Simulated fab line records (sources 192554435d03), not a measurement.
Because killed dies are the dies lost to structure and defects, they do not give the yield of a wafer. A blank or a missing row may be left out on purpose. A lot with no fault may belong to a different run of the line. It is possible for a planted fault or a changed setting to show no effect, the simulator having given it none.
Chamber matching | flow n5-finfet | rie-diel-01 running N5_SD_EPI_N_ETCH_34: 4 sister chambers
The step etches SiARC in CF4, target depth 45.5 nm, time 75.8 s. 20 wafers are shown with their chamber, then 10 later ones without.

## WAFERS WITH THEIR CHAMBER
wafer  | chamber | showerhead-plenum-p-Torr (Torr) | throttle-valve-pct (%) | oes-product-au (a.u.)
L075.2 | 2       | 2.07                            | 15.52                  | 0.69
L075.5 | 0       | 2.06                            | 15.36                  | 0.65
L075.6 | 3       | 2.22                            | 15.89                  | 0.63
L079.1 | 2       | 2.07                            | 15.54                  | 0.69
L079.3 | 3       | 2.22                            | 15.88                  | 0.63
L079.4 | 0       | 2.06                            | 15.40                  | 0.65
L081.1 | 0       | 2.05                            | 15.38                  | 0.65
L081.3 | 2       | 2.07                            | 15.55                  | 0.68
L081.4 | 3       | 2.21                            | 15.91                  | 0.63
L082.2 | 0       | 2.05                            | 15.40                  | 0.65
L082.4 | 3       | 2.21                            | 15.91                  | 0.62
L082.5 | 2       | 2.07                            | 15.55                  | 0.67
L083.1 | 2       | 2.06                            | 15.56                  | 0.68
L083.4 | 0       | 2.05                            | 15.41                  | 0.65
L083.5 | 0       | 2.05                            | 15.40                  | 0.64
L084.1 | 2       | 2.06                            | 15.55                  | 0.68
L084.5 | 1       | 2.18                            | 15.67                  | 0.75
L084.6 | 0       | 2.05                            | 15.41                  | 0.64
L085.2 | 0       | 2.05                            | 15.41                  | 0.64
L085.3 | 2       | 2.06                            | 15.56                  | 0.68

SIGNATURES (averages over the wafers above)
reading                  | chamber 0 | chamber 1 | chamber 2 | chamber 3 | scatter within a chamber
showerhead-plenum-p-Torr | 2.0525    | 2.1800    | 2.0657    | 2.2150    | 0.00513
throttle-valve-pct       | 15.3963   | 15.6700   | 15.5471   | 15.8975   | 0.0158
oes-product-au           | 0.6462    | 0.7500    | 0.6814    | 0.6275    | 0.00585
Rule: for each reading, subtract the chamber's mean from the wafer's reading, divide by that reading's scatter and square the result; add these up over the readings and take the root, which gives the wafer's distance from the chamber. If the next closest chamber is less than 2 further off than the closest, the wafer can't be placed; otherwise it belongs to the closest. The scatter: take each reading less its chamber's mean, square it, sum over the shown wafers, divide by the number of wafers less the number of chambers, and take the root.

## WAFERS MISSING THEIR CHAMBER
wafer  | showerhead-plenum-p-Torr (Torr) | throttle-valve-pct (%) | oes-product-au (a.u.)
L085.4 | 2.18                            | 15.69                  | 0.75
L087.1 | 2.06                            | 15.56                  | 0.67
L087.5 | 2.05                            | 15.42                  | 0.64
L087.6 | 2.18                            | 15.69                  | 0.74
L092.2 | 2.21                            | 15.95                  | 0.60
L092.4 | 2.05                            | 15.45                  | 0.63
L092.5 | 2.06                            | 15.59                  | 0.67
L097.3 | 2.20                            | 15.96                  | 0.60
L097.5 | 2.05                            | 15.62                  | 0.66
L097.6 | 2.17                            | 15.72                  | 0.73

## WHICH CHAMBER EACH WENT THROUGH
wafer  | from the rows above | in truth
L085.4 | 1                   | 1
L087.1 | 2                   | 2
L087.5 | 0                   | 0
L087.6 | 1                   | 1
L092.2 | 3                   | 3
L092.4 | 0                   | 0
L092.5 | 2                   | 2
L097.3 | 3                   | 3
L097.5 | 2                   | 2
L097.6 | 1                   | 1
Correctly placed: 10 of 10. Not placeable from these rows: 0. Wrongly placed: 0.
